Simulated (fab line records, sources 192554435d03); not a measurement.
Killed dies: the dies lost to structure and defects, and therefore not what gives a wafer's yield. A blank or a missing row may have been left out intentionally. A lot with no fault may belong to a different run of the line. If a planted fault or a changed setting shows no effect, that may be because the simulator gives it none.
Which of the tools did it? + flow n5Finfet + 20 lots, 60 wafers sampled, at 6 steps of a route of 1938

== WHAT THE GAUGES READ, wafer by wafer ==
The record lacks any reading of a measuring or inspecting step that a usual standard deviation could be used to judge.

== WHICH TOOL RAN EACH LOT (tool, then ch and the chambers of the sampled wafers, then the start) ==
| lot  | N5_BEOL_M0_SAQP_ETCH_107          | N5_BEOL_M0_SAQP_ETCH_88           | N5_BEOL_M0_SAQP_ETCH_73           | N5_BEOL_M0_CUTY_ETCH_63           | N5_BEOL_M0_ETCH_128               | N5_BEOL_M0_SPUTTER_141      |
|------|-----------------------------------|-----------------------------------|-----------------------------------|-----------------------------------|-----------------------------------|-----------------------------|
| L074 | rieDiel-03 ch 0,1,3, day 5 14:17  | rieDiel-02 ch 2,3, day 5 15:52    | rieDiel-02 ch 2,3, day 5 15:53    | rieDiel-06 ch 1,2,3, day 5 17:22  | rieDiel-04 ch 2,3, day 5 17:55    | pvdSputter-01, day 5 20:59  |
| L075 | rieDiel-01 ch 1,2,3, day 5 19:47  | rieDiel-03 ch 1,2, day 5 21:15    | rieDiel-03 ch 1,2, day 5 21:16    | rieDiel-06 ch 1,2, day 5 22:48    | rieDiel-06 ch 1,3, day 6 01:14    | pvdSputter-01, day 6 03:05  |
| L078 | rieDiel-02 ch 1,2, day 6 16:04    | rieDiel-02 ch 1,2,3, day 6 18:26  | rieDiel-02 ch 1,2,3, day 6 18:27  | rieDiel-06 ch 1,2, day 6 19:57    | rieDiel-04 ch 0,1,3, day 6 20:54  | pvdSputter-02, day 6 23:18  |
| L081 | rieDiel-01 ch 0,2,3, day 7 10:11  | rieDiel-02 ch 0,3, day 7 13:17    | rieDiel-02 ch 0,3, day 7 13:19    | rieDiel-04 ch 0,1,2, day 7 14:52  | rieDiel-06 ch 1,2,3, day 7 17:56  | pvdSputter-01, day 7 20:38  |
| L082 | rieDiel-01 ch 1,3, day 7 17:34    | rieDiel-02 ch 0,1,2, day 7 19:08  | rieDiel-02 ch 0,1,2, day 7 19:10  | rieDiel-06 ch 0,2,3, day 7 20:32  | rieDiel-05 ch 0,2, day 7 21:16    | pvdSputter-03, day 8 00:40  |
| L083 | rieDiel-03 ch 0,1,3, day 7 21:14  | rieDiel-03 ch 0,3, day 7 22:52    | rieDiel-03 ch 0,3, day 7 22:53    | rieDiel-04 ch 0,3, day 8 00:15    | rieDiel-05 ch 0,1, day 8 05:28    | pvdSputter-03, day 8 07:17  |
| L084 | rieDiel-03 ch 0,1,3, day 8 00:17  | rieDiel-01 ch 0,2,3, day 8 01:53  | rieDiel-01 ch 0,2,3, day 8 01:54  | rieDiel-05 ch 0,2, day 8 03:23    | rieDiel-04 ch 1,2,3, day 8 05:31  | pvdSputter-03, day 8 07:46  |
| L085 | rieDiel-03 ch 1,3, day 8 14:39    | rieDiel-01 ch 0,1,3, day 8 16:29  | rieDiel-01 ch 0,1,3, day 8 16:31  | rieDiel-05 ch 0,2, day 8 19:35    | rieDiel-05 ch 0,2, day 8 22:41    | pvdSputter-03, day 9 00:56  |
| L086 | rieDiel-02 ch 1,2,3, day 8 16:22  | rieDiel-02 ch 0,1,3, day 8 20:07  | rieDiel-02 ch 0,1,3, day 8 20:08  | rieDiel-05 ch 0,2, day 8 21:35    | rieDiel-06 ch 0,2,3, day 8 22:38  | pvdSputter-03, day 9 00:25  |
| L087 | rieDiel-01 ch 1,2,3, day 8 21:23  | rieDiel-02 ch 0,2, day 8 22:50    | rieDiel-02 ch 0,2, day 8 22:51    | rieDiel-06 ch 1,3, day 9 02:09    | rieDiel-05 ch 0,1, day 9 03:17    | pvdSputter-03, day 9 05:04  |
| L088 | rieDiel-02 ch 0,2,3, day 9 03:06  | rieDiel-02 ch 0,2, day 9 04:34    | rieDiel-02 ch 0,2, day 9 04:34    | rieDiel-04 ch 0,3, day 9 05:59    | rieDiel-05 ch 1,2,3, day 9 07:09  | pvdSputter-01, day 9 12:16  |
| L089 | rieDiel-01 ch 0,2,3, day 9 10:25  | rieDiel-02 ch 0,1,2, day 9 11:52  | rieDiel-02 ch 0,1,2, day 9 11:53  | rieDiel-05 ch 2,3, day 9 13:29    | rieDiel-06 ch 1,2,3, day 9 14:02  | pvdSputter-02, day 9 16:09  |
| L090 | rieDiel-03 ch 0,2, day 9 16:29    | rieDiel-03 ch 1,2, day 9 17:57    | rieDiel-03 ch 1,2, day 9 17:58    | rieDiel-06 ch 2,3, day 9 19:32    | rieDiel-06 ch 1,2, day 9 22:25    | pvdSputter-01, day 10 00:11 |
| L091 | rieDiel-01 ch 0,3, day 9 20:14    | rieDiel-01 ch 1,2, day 9 22:33    | rieDiel-01 ch 1,2, day 9 22:34    | rieDiel-06 ch 1,2, day 10 00:11   | rieDiel-05 ch 1,2, day 10 00:54   | pvdSputter-02, day 10 03:48 |
| L092 | rieDiel-03 ch 0,1,2, day 10 04:06 | rieDiel-01 ch 0,1,2, day 10 05:54 | rieDiel-01 ch 0,1,2, day 10 05:55 | rieDiel-04 ch 1,2,3, day 10 07:20 | rieDiel-05 ch 1,2, day 10 12:07   | pvdSputter-03, day 10 14:13 |
| L093 | rieDiel-02 ch 0,2, day 10 08:08   | rieDiel-01 ch 0,1, day 10 09:43   | rieDiel-01 ch 0,1, day 10 09:44   | rieDiel-04 ch 0,1,3, day 10 11:16 | rieDiel-04 ch 0,3, day 10 13:41   | pvdSputter-01, day 10 16:19 |
| L094 | rieDiel-02 ch 2,3, day 10 15:46   | rieDiel-02 ch 0,2,3, day 10 17:13 | rieDiel-02 ch 0,2,3, day 10 17:14 | rieDiel-06 ch 0,2, day 10 19:22   | rieDiel-05 ch 0,1, day 10 20:12   | pvdSputter-01, day 10 22:17 |
| L095 | rieDiel-02 ch 0,1,2, day 10 22:10 | rieDiel-02 ch 0,1,2, day 11 01:48 | rieDiel-02 ch 0,1,2, day 11 01:49 | rieDiel-06 ch 0,2,3, day 11 03:28 | rieDiel-06 ch 0,1,2, day 11 07:15 | pvdSputter-02, day 11 10:14 |
| L096 | rieDiel-03 ch 0,3, day 11 06:41   | rieDiel-03 ch 0,1, day 11 08:28   | rieDiel-03 ch 0,1, day 11 08:29   | rieDiel-05 ch 0,2,3, day 11 09:47 | rieDiel-05 ch 0,2,3, day 11 12:16 | pvdSputter-03, day 11 14:08 |
| L097 | rieDiel-03 ch 0,1,3, day 11 14:34 | rieDiel-03 ch 0,1,3, day 11 16:02 | rieDiel-03 ch 0,1,3, day 11 16:03 | rieDiel-04 ch 2,3, day 11 17:44   | rieDiel-04 ch 1,2, day 11 21:46   | pvdSputter-01, day 11 23:42 |
- N5_BEOL_M0_SAQP_ETCH_107: etches SiNx in CH3F/O2, target depth 30 nm.
- N5_BEOL_M0_SAQP_ETCH_88: etches underlayer in N2/H2, target depth 6.5 nm, time 5.2 s.
- N5_BEOL_M0_SAQP_ETCH_73: etches SiARC in CF4, target depth 19.5 nm, time 32.5 s.
- N5_BEOL_M0_CUTY_ETCH_63: etches SOC in N2/H2, target depth 82.7 nm, overetch 16.5 nm, time 124 s.
- N5_BEOL_M0_ETCH_128: etches SiCN in CF4/N2, target depth 12 nm, overetch 5.1 nm, time 21.4 s.
- N5_BEOL_M0_SPUTTER_141: material Cu, target thk 4 nm, time 7.37 s.

== AS READ BY THE TOOLS THEMSELVES (means over the sampled wafers that have a number; for cases with no such wafer, the mark the record gives instead) ==
N5_BEOL_M0_SAQP_ETCH_107.
| lot  | tool       | drypumpMotorCurrentA (A) | oesProductAu (a.u.) | rfVppV (V) | showerheadPlenumPTorr (Torr) | throttleValvePct (%) |
|------|------------|--------------------------|---------------------|------------|------------------------------|----------------------|
| L074 | rieDiel-03 | 5.5                      | 0.75                | 295        | 1.98                         | 16.60                |
| L075 | rieDiel-01 | 6.3                      | 0.73                | 304        | 1.99                         | 16.51                |
| L078 | rieDiel-02 | 5.8                      | 0.74                | 301        | 1.92                         | 16.33                |
| L081 | rieDiel-01 | 5.9                      | 0.79                | 312        | 2.04                         | 16.50                |
| L082 | rieDiel-01 | 6.6                      | 0.72                | 306        | 2.03                         | 16.47                |
| L083 | rieDiel-03 | 5.4                      | 0.74                | 295        | 1.98                         | 16.63                |
| L084 | rieDiel-03 | 5.5                      | 0.74                | 296        | 1.98                         | 16.62                |
| L085 | rieDiel-03 | 5.5                      | 0.74                | 297        | 1.93                         | 16.54                |
| L086 | rieDiel-02 | 5.8                      | 0.78                | 296        | 2.00                         | 16.29                |
| L087 | rieDiel-01 | 6.3                      | 0.71                | 304        | 1.99                         | 16.55                |
| L088 | rieDiel-02 | 5.4                      | 0.80                | 298        | 1.99                         | 16.24                |
| L089 | rieDiel-01 | 6.0                      | 0.77                | 311        | 2.03                         | 16.53                |
| L090 | rieDiel-03 | 5.5                      | 0.70                | 289        | 2.06                         | 16.83                |
| L091 | rieDiel-01 | 6.3                      | 0.78                | 313        | 2.07                         | 16.47                |
| L092 | rieDiel-03 | 5.6                      | 0.72                | 291        | 2.01                         | 16.72                |
| L093 | rieDiel-02 | 5.4                      | 0.75                | 303        | 1.90                         | 16.32                |
| L094 | rieDiel-02 | 5.5                      | 0.81                | 293        | 2.05                         | 16.23                |
| L095 | rieDiel-02 | 5.7                      | 0.76                | 300        | 1.94                         | 16.35                |
| L096 | rieDiel-03 | 5.3                      | 0.72                | 298        | 1.99                         | 16.64                |
| L097 | rieDiel-03 | 5.4                      | 0.72                | 295        | 1.97                         | 16.68                |

N5_BEOL_M0_SAQP_ETCH_88.
| lot  | tool       | drypumpMotorCurrentA (A) | etchRfOnTimeS (s) | oesProductAu (a.u.) | rfVppV (V) | showerheadPlenumPTorr (Torr) | throttleValvePct (%) |
|------|------------|--------------------------|-------------------|---------------------|------------|------------------------------|----------------------|
| L074 | rieDiel-02 | 5.5                      | 5.22              | 0.72                | 525.0      | 2.59                         | 17.54                |
| L075 | rieDiel-03 | 5.4                      | 5.10              | 0.63                | 524.4      | 2.55                         | 18.03                |
| L078 | rieDiel-02 | 5.8                      | 5.23              | 0.67                | 523.4      | 2.54                         | 17.71                |
| L081 | rieDiel-02 | 5.3                      | 5.44              | 0.73                | 525.2      | 2.55                         | 17.62                |
| L082 | rieDiel-02 | 5.7                      | 5.26              | 0.65                | 521.5      | 2.48                         | 17.82                |
| L083 | rieDiel-03 | 5.5                      | 5.16              | 0.63                | 525.5      | 2.59                         | 18.22                |
| L084 | rieDiel-01 | 5.9                      | 5.18              | 0.67                | 525.3      | 2.57                         | 17.95                |
| L085 | rieDiel-01 | 6.2                      | 5.19              | 0.65                | 523.6      | 2.54                         | 17.75                |
| L086 | rieDiel-02 | 5.7                      | 5.25              | 0.69                | 524.0      | 2.56                         | 17.69                |
| L087 | rieDiel-02 | 5.5                      | 5.32              | 0.64                | 520.8      | 2.43                         | 17.82                |
| L088 | rieDiel-02 | 5.5                      | 5.28              | 0.64                | 521.6      | 2.43                         | 17.83                |
| L089 | rieDiel-02 | 5.7                      | 5.31              | 0.63                | 521.5      | 2.47                         | 17.85                |
| L090 | rieDiel-03 | 5.5                      | 5.14              | 0.61                | 524.1      | 2.54                         | 18.07                |
| L091 | rieDiel-01 | 6.3                      | 5.13              | 0.59                | 521.8      | 2.42                         | 17.80                |
| L092 | rieDiel-01 | 5.9                      | 5.13              | 0.64                | 522.1      | 2.48                         | 17.76                |
| L093 | rieDiel-01 | 5.9                      | 5.21              | 0.68                | 524.3      | 2.51                         | 17.51                |
| L094 | rieDiel-02 | 5.5                      | 5.34              | 0.68                | 522.7      | 2.51                         | 17.70                |
| L095 | rieDiel-02 | 5.7                      | 5.27              | 0.64                | 521.5      | 2.47                         | 17.87                |
| L096 | rieDiel-03 | 5.7                      | 5.10              | 0.62                | 521.7      | 2.49                         | 18.30                |
| L097 | rieDiel-03 | 5.5                      | 5.15              | 0.62                | 522.4      | 2.52                         | 18.25                |

N5_BEOL_M0_SAQP_ETCH_73.
| lot  | tool       | drypumpMotorCurrentA (A) | etchRfOnTimeS (s) | oesProductAu (a.u.) | rfVppV (V) | showerheadPlenumPTorr (Torr) | throttleValvePct (%) |
|------|------------|--------------------------|-------------------|---------------------|------------|------------------------------|----------------------|
| L074 | rieDiel-02 | 5.5                      | 32.8              | 0.73                | 185.3      | 2.19                         | 15.36                |
| L075 | rieDiel-03 | 5.4                      | 31.8              | 0.63                | 184.0      | 2.16                         | 15.82                |
| L078 | rieDiel-02 | 5.8                      | 32.4              | 0.67                | 184.1      | 2.14                         | 15.48                |
| L081 | rieDiel-02 | 5.3                      | 33.4              | 0.74                | 184.5      | 2.16                         | 15.42                |
| L082 | rieDiel-02 | 5.7                      | 32.7              | 0.66                | 183.3      | 2.09                         | 15.56                |
| L083 | rieDiel-03 | 5.4                      | 31.7              | 0.63                | 185.0      | 2.17                         | 15.95                |
| L084 | rieDiel-01 | 6.0                      | 32.4              | 0.67                | 184.8      | 2.17                         | 15.73                |
| L085 | rieDiel-01 | 6.3                      | 32.6              | 0.66                | 184.8      | 2.15                         | 15.54                |
| L086 | rieDiel-02 | 5.7                      | 33.3              | 0.69                | 184.4      | 2.16                         | 15.45                |
| L087 | rieDiel-02 | 5.5                      | 33.4              | 0.64                | 182.1      | 2.06                         | 15.61                |
| L088 | rieDiel-02 | 5.5                      | 33.2              | 0.64                | 183.4      | 2.06                         | 15.62                |
| L089 | rieDiel-02 | 5.7                      | 33.1              | 0.64                | 183.3      | 2.09                         | 15.59                |
| L090 | rieDiel-03 | 5.4                      | 32.1              | 0.60                | 183.9      | 2.15                         | 15.87                |
| L091 | rieDiel-01 | 6.3                      | 31.9              | 0.60                | 182.6      | 2.07                         | 15.70                |
| L092 | rieDiel-01 | 6.0                      | 31.8              | 0.64                | 182.8      | 2.11                         | 15.66                |
| L093 | rieDiel-01 | 5.9                      | 32.5              | 0.68                | 183.6      | 2.13                         | 15.41                |
| L094 | rieDiel-02 | 5.4                      | 33.2              | 0.68                | 183.5      | 2.13                         | 15.51                |
| L095 | rieDiel-02 | 5.7                      | 32.9              | 0.64                | 183.1      | 2.08                         | 15.60                |
| L096 | rieDiel-03 | 5.7                      | 32.0              | 0.62                | 183.3      | 2.09                         | 15.92                |
| L097 | rieDiel-03 | 5.4                      | 31.8              | 0.62                | 183.7      | 2.11                         | 15.94                |

N5_BEOL_M0_CUTY_ETCH_63.
| lot  | tool       | drypumpMotorCurrentA (A) | oesProductAu (a.u.) | rfVppV (V) | showerheadPlenumPTorr (Torr) | throttleValvePct (%) |
|------|------------|--------------------------|---------------------|------------|------------------------------|----------------------|
| L074 | rieDiel-06 | 6.0                      | 0.64                | 522.1      | 2.48                         | 17.96                |
| L075 | rieDiel-06 | 5.8                      | 0.58                | 523.0      | 2.49                         | 18.12                |
| L078 | rieDiel-06 | 5.7                      | 0.59                | 521.1      | 2.47                         | 18.13                |
| L081 | rieDiel-04 | 5.5                      | 0.59                | 522.0      | 2.50                         | 17.79                |
| L082 | rieDiel-06 | 6.2                      | 0.63                | 522.4      | 2.47                         | 17.95                |
| L083 | rieDiel-04 | 5.4                      | 0.68                | 521.3      | 2.46                         | 17.49                |
| L084 | rieDiel-05 | 5.5                      | 0.57                | 521.7      | 2.47                         | 17.81                |
| L085 | rieDiel-05 | 5.5                      | 0.56                | 521.5      | 2.46                         | 17.82                |
| L086 | rieDiel-05 | 5.5                      | 0.57                | 521.7      | 2.46                         | 17.83                |
| L087 | rieDiel-06 | 6.2                      | 0.61                | 522.5      | 2.49                         | 18.03                |
| L088 | rieDiel-04 | 5.4                      | 0.66                | 521.4      | 2.45                         | 17.50                |
| L089 | rieDiel-05 | 5.4                      | 0.56                | 523.4      | 2.56                         | 18.16                |
| L090 | rieDiel-06 | 6.2                      | 0.65                | 520.6      | 2.46                         | 17.89                |
| L091 | rieDiel-06 | 5.7                      | 0.57                | 521.3      | 2.45                         | 18.18                |
| L092 | rieDiel-04 | 5.4                      | 0.62                | 523.5      | 2.51                         | 17.62                |
| L093 | rieDiel-04 | 5.4                      | 0.69                | 524.8      | 2.54                         | 17.45                |
| L094 | rieDiel-06 | 5.9                      | 0.64                | 521.6      | 2.45                         | 17.98                |
| L095 | rieDiel-06 | 6.2                      | 0.68                | 521.3      | 2.46                         | 17.83                |
| L096 | rieDiel-05 | 5.5                      | 0.70                | 525.1      | 2.61                         | 17.72                |
| L097 | rieDiel-04 | 5.6                      | 0.62                | 524.3      | 2.58                         | 17.86                |

N5_BEOL_M0_ETCH_128.
| lot  | tool       | drypumpMotorCurrentA (A) | oesProductAu (a.u.) | rfVppV (V) | showerheadPlenumPTorr (Torr) | throttleValvePct (%) |
|------|------------|--------------------------|---------------------|------------|------------------------------|----------------------|
| L074 | rieDiel-04 | 5.5                      | 0.60                | 382.7      | 2.21                         | 15.15                |
| L075 | rieDiel-06 | 6.3                      | 0.58                | 381.7      | 2.15                         | 15.35                |
| L078 | rieDiel-04 | 5.4                      | 0.55                | 380.3      | 2.12                         | 15.17                |
| L081 | rieDiel-06 | 6.0                      | 0.52                | 380.5      | 2.13                         | 15.50                |
| L082 | rieDiel-05 | 5.3                      | 0.49                | 382.4      | 2.23                         | 15.50                |
| L083 | rieDiel-05 | 5.9                      | 0.54                | 379.7      | 2.14                         | 15.28                |
| L084 | rieDiel-04 | 5.5                      | 0.55                | 382.4      | 2.18                         | 15.25                |
| L085 | rieDiel-05 | 5.5                      | 0.47                | 380.1      | 2.15                         | 15.61                |
| L086 | rieDiel-06 | 6.2                      | 0.53                | 380.4      | 2.13                         | 15.52                |
| L087 | rieDiel-05 | 5.8                      | 0.51                | 379.4      | 2.11                         | 15.49                |
| L088 | rieDiel-05 | 5.6                      | 0.51                | 381.3      | 2.21                         | 15.44                |
| L089 | rieDiel-06 | 6.0                      | 0.52                | 380.3      | 2.13                         | 15.52                |
| L090 | rieDiel-06 | 5.6                      | 0.48                | 380.7      | 2.11                         | 15.65                |
| L091 | rieDiel-05 | 5.7                      | 0.54                | 382.0      | 2.20                         | 15.24                |
| L092 | rieDiel-05 | 5.4                      | 0.52                | 383.1      | 2.25                         | 15.37                |
| L093 | rieDiel-04 | 5.5                      | 0.65                | 384.6      | 2.29                         | 14.99                |
| L094 | rieDiel-05 | 5.8                      | 0.62                | 384.2      | 2.28                         | 15.15                |
| L095 | rieDiel-06 | 6.0                      | 0.61                | 381.0      | 2.14                         | 15.40                |
| L096 | rieDiel-05 | 5.5                      | 0.59                | 383.1      | 2.27                         | 15.32                |
| L097 | rieDiel-04 | 5.4                      | 0.49                | 381.4      | 2.16                         | 15.38                |

N5_BEOL_M0_SPUTTER_141.
| lot  | tool          | throttleValvePct (%) |
|------|---------------|----------------------|
| L074 | pvdSputter-01 | 29.2                 |
| L075 | pvdSputter-01 | 29.6                 |
| L078 | pvdSputter-02 | 29.6                 |
| L081 | pvdSputter-01 | 29.7                 |
| L082 | pvdSputter-03 | 30.7                 |
| L083 | pvdSputter-03 | 29.9                 |
| L084 | pvdSputter-03 | 30.5                 |
| L085 | pvdSputter-03 | 30.3                 |
| L086 | pvdSputter-03 | 30.6                 |
| L087 | pvdSputter-03 | 29.8                 |
| L088 | pvdSputter-01 | 29.9                 |
| L089 | pvdSputter-02 | 29.6                 |
| L090 | pvdSputter-01 | 29.6                 |
| L091 | pvdSputter-02 | 28.8                 |
| L092 | pvdSputter-03 | 30.0                 |
| L093 | pvdSputter-01 | 29.5                 |
| L094 | pvdSputter-01 | 30.0                 |
| L095 | pvdSputter-02 | 29.8                 |
| L096 | pvdSputter-03 | 30.5                 |
| L097 | pvdSputter-01 | 29.6                 |

== THE ANSWER, worked out from the rows above alone ==
Rule: the lots themselves supply what counts as usual. The widest of any qualifying gaps counts: lots, ordered by their means at a reading, are off when they make up no more than a third of the lots, leave a main group of 4 or more, and stand apart from it by 3 or more times the standard deviation of that group's means. A main group is skipped when, at the precision printed for the reading in the tables above, its means are all equal. Also off: a lot with no number at a reading for which 4 or more lots have one. Where the step has rows for the other lots, those lots are counted as sound. After the gauges, taken in route order, come the tools' own readings; for these a lot's mean is taken, as printed above. At the first step where some lot is off, the reading lying furthest off is the one used; lots without a number count as furthest.
No lot is off on any of the readings shown, so nothing can be concluded from this.

== WHAT HAD BEEN PUT IN BY THE SIMULATOR ==
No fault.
